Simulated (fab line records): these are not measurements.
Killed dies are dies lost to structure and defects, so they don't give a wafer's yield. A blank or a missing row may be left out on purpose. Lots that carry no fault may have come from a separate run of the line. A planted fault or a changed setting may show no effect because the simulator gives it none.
Split-lot study || flow n5_finfet || 39 wafers read from 7 lots, route of 1938 steps

## ABOUT THE SPLIT
At N5_SD_EPI_N_ETCH_45 (etches SiOCN in CH3F/O2, target depth 6 nm), the setting target_depth_a was moved away from the recipe's 60 angstrom on 9 of the 39 wafers read, by -10.8% to +6.9%. This setting was run at the recipe's value on the other wafers.

The reading comes from the split's own step.

## THE READING
etch.depth_nm (the simulator's own value, which no gauge read), in nm, at N5_SD_EPI_N_ETCH_45 (etches SiOCN in CH3F/O2, target depth 6 nm). No usual value for it is given in the file. Here, 30 wafers ran the recipe; their average is 6.055 nm with a standard deviation of 0.14 nm.

{"wafer": "L079.1", "tool, chamber at the split": "rie_diel-02, 0", "target_depth_a as run, angstrom": 64.16, "against the recipe": "+6.9%", "etch.depth_nm, nm": 6.864, "against lot-mates on the recipe": "+0.726"}
{"wafer": "L079.2", "tool, chamber at the split": "rie_diel-02, 2", "target_depth_a as run, angstrom": 64.16, "against the recipe": "+6.9%", "etch.depth_nm, nm": 6.575, "against lot-mates on the recipe": "+0.437"}
{"wafer": "L079.3", "tool, chamber at the split": "rie_diel-02, 3", "target_depth_a as run, angstrom": 60, "against the recipe": "recipe", "etch.depth_nm, nm": 5.921, "against lot-mates on the recipe": "-"}
{"wafer": "L079.4", "tool, chamber at the split": "rie_diel-02, 1", "target_depth_a as run, angstrom": 60, "against the recipe": "recipe", "etch.depth_nm, nm": 6.234, "against lot-mates on the recipe": "-"}
{"wafer": "L079.5", "tool, chamber at the split": "rie_diel-02, 0", "target_depth_a as run, angstrom": 64.16, "against the recipe": "+6.9%", "etch.depth_nm, nm": 6.78, "against lot-mates on the recipe": "+0.642"}
{"wafer": "L079.6", "tool, chamber at the split": "rie_diel-02, 1", "target_depth_a as run, angstrom": 60, "against the recipe": "recipe", "etch.depth_nm, nm": 6.259, "against lot-mates on the recipe": "-"}
{"wafer": "L082.1", "tool, chamber at the split": "rie_diel-03, 1", "target_depth_a as run, angstrom": 60, "against the recipe": "recipe", "etch.depth_nm, nm": 5.77, "against lot-mates on the recipe": "-"}
{"wafer": "L082.2", "tool, chamber at the split": "rie_diel-03, 3", "target_depth_a as run, angstrom": 60, "against the recipe": "recipe", "etch.depth_nm, nm": 6.007, "against lot-mates on the recipe": "-"}
{"wafer": "L082.3", "tool, chamber at the split": "rie_diel-03, 2", "target_depth_a as run, angstrom": 60, "against the recipe": "recipe", "etch.depth_nm, nm": 6.116, "against lot-mates on the recipe": "-"}
{"wafer": "L089.1", "tool, chamber at the split": "rie_diel-05, 1", "target_depth_a as run, angstrom": 60, "against the recipe": "recipe", "etch.depth_nm, nm": 6.134, "against lot-mates on the recipe": "-"}
{"wafer": "L089.2", "tool, chamber at the split": "rie_diel-05, 2", "target_depth_a as run, angstrom": 60, "against the recipe": "recipe", "etch.depth_nm, nm": 6.181, "against lot-mates on the recipe": "-"}
{"wafer": "L089.3", "tool, chamber at the split": "rie_diel-05, 3", "target_depth_a as run, angstrom": 56.72, "against the recipe": "-5.5%", "etch.depth_nm, nm": 5.563, "against lot-mates on the recipe": -0.575}
{"wafer": "L089.4", "tool, chamber at the split": "rie_diel-05, 0", "target_depth_a as run, angstrom": 56.72, "against the recipe": "-5.5%", "etch.depth_nm, nm": 5.65, "against lot-mates on the recipe": -0.488}
{"wafer": "L089.5", "tool, chamber at the split": "rie_diel-05, 3", "target_depth_a as run, angstrom": 56.72, "against the recipe": "-5.5%", "etch.depth_nm, nm": 5.525, "against lot-mates on the recipe": -0.613}
{"wafer": "L089.6", "tool, chamber at the split": "rie_diel-05, 2", "target_depth_a as run, angstrom": 60, "against the recipe": "recipe", "etch.depth_nm, nm": 6.098, "against lot-mates on the recipe": "-"}
{"wafer": "L091.1", "tool, chamber at the split": "rie_diel-05, 2", "target_depth_a as run, angstrom": 60, "against the recipe": "recipe", "etch.depth_nm, nm": 6.122, "against lot-mates on the recipe": "-"}
{"wafer": "L091.2", "tool, chamber at the split": "rie_diel-05, 0", "target_depth_a as run, angstrom": 60, "against the recipe": "recipe", "etch.depth_nm, nm": 6.043, "against lot-mates on the recipe": "-"}
{"wafer": "L091.3", "tool, chamber at the split": "rie_diel-05, 1", "target_depth_a as run, angstrom": 60, "against the recipe": "recipe", "etch.depth_nm, nm": 6.186, "against lot-mates on the recipe": "-"}
{"wafer": "L091.4", "tool, chamber at the split": "rie_diel-05, 3", "target_depth_a as run, angstrom": 60, "against the recipe": "recipe", "etch.depth_nm, nm": 5.836, "against lot-mates on the recipe": "-"}
{"wafer": "L091.5", "tool, chamber at the split": "rie_diel-05, 0", "target_depth_a as run, angstrom": 60, "against the recipe": "recipe", "etch.depth_nm, nm": 6.036, "against lot-mates on the recipe": "-"}
{"wafer": "L091.6", "tool, chamber at the split": "rie_diel-05, 1", "target_depth_a as run, angstrom": 60, "against the recipe": "recipe", "etch.depth_nm, nm": 6.185, "against lot-mates on the recipe": "-"}
{"wafer": "L093.1", "tool, chamber at the split": "rie_diel-02, 2", "target_depth_a as run, angstrom": 60, "against the recipe": "recipe", "etch.depth_nm, nm": 6.047, "against lot-mates on the recipe": "-"}
{"wafer": "L093.2", "tool, chamber at the split": "rie_diel-02, 3", "target_depth_a as run, angstrom": 60, "against the recipe": "recipe", "etch.depth_nm, nm": 5.946, "against lot-mates on the recipe": "-"}
{"wafer": "L093.3", "tool, chamber at the split": "rie_diel-02, 1", "target_depth_a as run, angstrom": 60, "against the recipe": "recipe", "etch.depth_nm, nm": 6.134, "against lot-mates on the recipe": "-"}
{"wafer": "L093.4", "tool, chamber at the split": "rie_diel-02, 0", "target_depth_a as run, angstrom": 60, "against the recipe": "recipe", "etch.depth_nm, nm": 6.203, "against lot-mates on the recipe": "-"}
{"wafer": "L093.5", "tool, chamber at the split": "rie_diel-02, 0", "target_depth_a as run, angstrom": 60, "against the recipe": "recipe", "etch.depth_nm, nm": 6.216, "against lot-mates on the recipe": "-"}
{"wafer": "L093.6", "tool, chamber at the split": "rie_diel-02, 1", "target_depth_a as run, angstrom": 60, "against the recipe": "recipe", "etch.depth_nm, nm": 6.205, "against lot-mates on the recipe": "-"}
{"wafer": "L096.1", "tool, chamber at the split": "rie_diel-05, 3", "target_depth_a as run, angstrom": 60, "against the recipe": "recipe", "etch.depth_nm, nm": 5.73, "against lot-mates on the recipe": "-"}
{"wafer": "L096.2", "tool, chamber at the split": "rie_diel-05, 0", "target_depth_a as run, angstrom": 60, "against the recipe": "recipe", "etch.depth_nm, nm": 5.834, "against lot-mates on the recipe": "-"}
{"wafer": "L096.3", "tool, chamber at the split": "rie_diel-05, 2", "target_depth_a as run, angstrom": 60, "against the recipe": "recipe", "etch.depth_nm, nm": 5.986, "against lot-mates on the recipe": "-"}
{"wafer": "L096.4", "tool, chamber at the split": "rie_diel-05, 1", "target_depth_a as run, angstrom": 60, "against the recipe": "recipe", "etch.depth_nm, nm": 6.043, "against lot-mates on the recipe": "-"}
{"wafer": "L096.5", "tool, chamber at the split": "rie_diel-05, 2", "target_depth_a as run, angstrom": 60, "against the recipe": "recipe", "etch.depth_nm, nm": 5.942, "against lot-mates on the recipe": "-"}
{"wafer": "L096.6", "tool, chamber at the split": "rie_diel-05, 1", "target_depth_a as run, angstrom": 60, "against the recipe": "recipe", "etch.depth_nm, nm": 6.078, "against lot-mates on the recipe": "-"}
{"wafer": "L097.1", "tool, chamber at the split": "rie_diel-05, 0", "target_depth_a as run, angstrom": 53.54, "against the recipe": "-10.8%", "etch.depth_nm, nm": 5.303, "against lot-mates on the recipe": -0.746}
{"wafer": "L097.2", "tool, chamber at the split": "rie_diel-05, 3", "target_depth_a as run, angstrom": 53.54, "against the recipe": "-10.8%", "etch.depth_nm, nm": 5.133, "against lot-mates on the recipe": -0.916}
{"wafer": "L097.3", "tool, chamber at the split": "rie_diel-05, 2", "target_depth_a as run, angstrom": 53.54, "against the recipe": "-10.8%", "etch.depth_nm, nm": 5.399, "against lot-mates on the recipe": -0.650}
{"wafer": "L097.4", "tool, chamber at the split": "rie_diel-05, 1", "target_depth_a as run, angstrom": 60, "against the recipe": "recipe", "etch.depth_nm, nm": 6.109, "against lot-mates on the recipe": "-"}
{"wafer": "L097.5", "tool, chamber at the split": "rie_diel-05, 1", "target_depth_a as run, angstrom": 60, "against the recipe": "recipe", "etch.depth_nm, nm": 6.123, "against lot-mates on the recipe": "-"}
{"wafer": "L097.6", "tool, chamber at the split": "rie_diel-05, 0", "target_depth_a as run, angstrom": 60, "against the recipe": "recipe", "etch.depth_nm, nm": 5.915, "against lot-mates on the recipe": "-"}

THE FIT
A straight line over all 39 wafers: etch.depth_nm changes by +0.0817 nm for each +1% of target_depth_a; r = +0.91; the points scatter about the line by 0.14 nm.
The same after taking each lot's own level away (the mean of its wafers on the recipe; 39 wafers): +0.0801 nm for each +1%; r = +0.93; scatter 0.12 nm.
Per that fit: largest target_depth_a move, reading shift of 0.86 nm.
Measured against the standard deviation above, the lots' own levels, which go from 5.9355 to 6.1380 nm, span 1.5 times it.
The two slopes agree, so the slope changes little with the lot-to-lot level.
Check: for one of the wafers moved furthest among these (-10.8%), held out of the fit, the line's prediction against its lot-mates is -0.891 nm. Against them it came out at -0.746 nm.

## FURTHER SPLITS ON THESE WAFERS
Note: prior to the reading, these wafers also went through further splits. Each is held against what the fit with the lots' levels taken away leaves over:
{"other split on the same wafers": "N5_FIN_SAQP_HM_DEP_03 time_s", "wafers away from the commonest value": 12, "r with etch.depth_nm (lot level and that fit taken away)": "+0.12"}
{"other split on the same wafers": "N5_DUMMY_GATE_ETCH_42 bias_w", "wafers away from the commonest value": 15, "r with etch.depth_nm (lot level and that fit taken away)": -0.02}
{"other split on the same wafers": "N5_SPACER0_ALD_00 ald_cycles", "wafers away from the commonest value": 15, "r with etch.depth_nm (lot level and that fit taken away)": "+0.07"}

## THE FILE'S OWN FIT
etch.depth_nm changes by +0.0801 nm for each +1% of target_depth_a, r = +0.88.
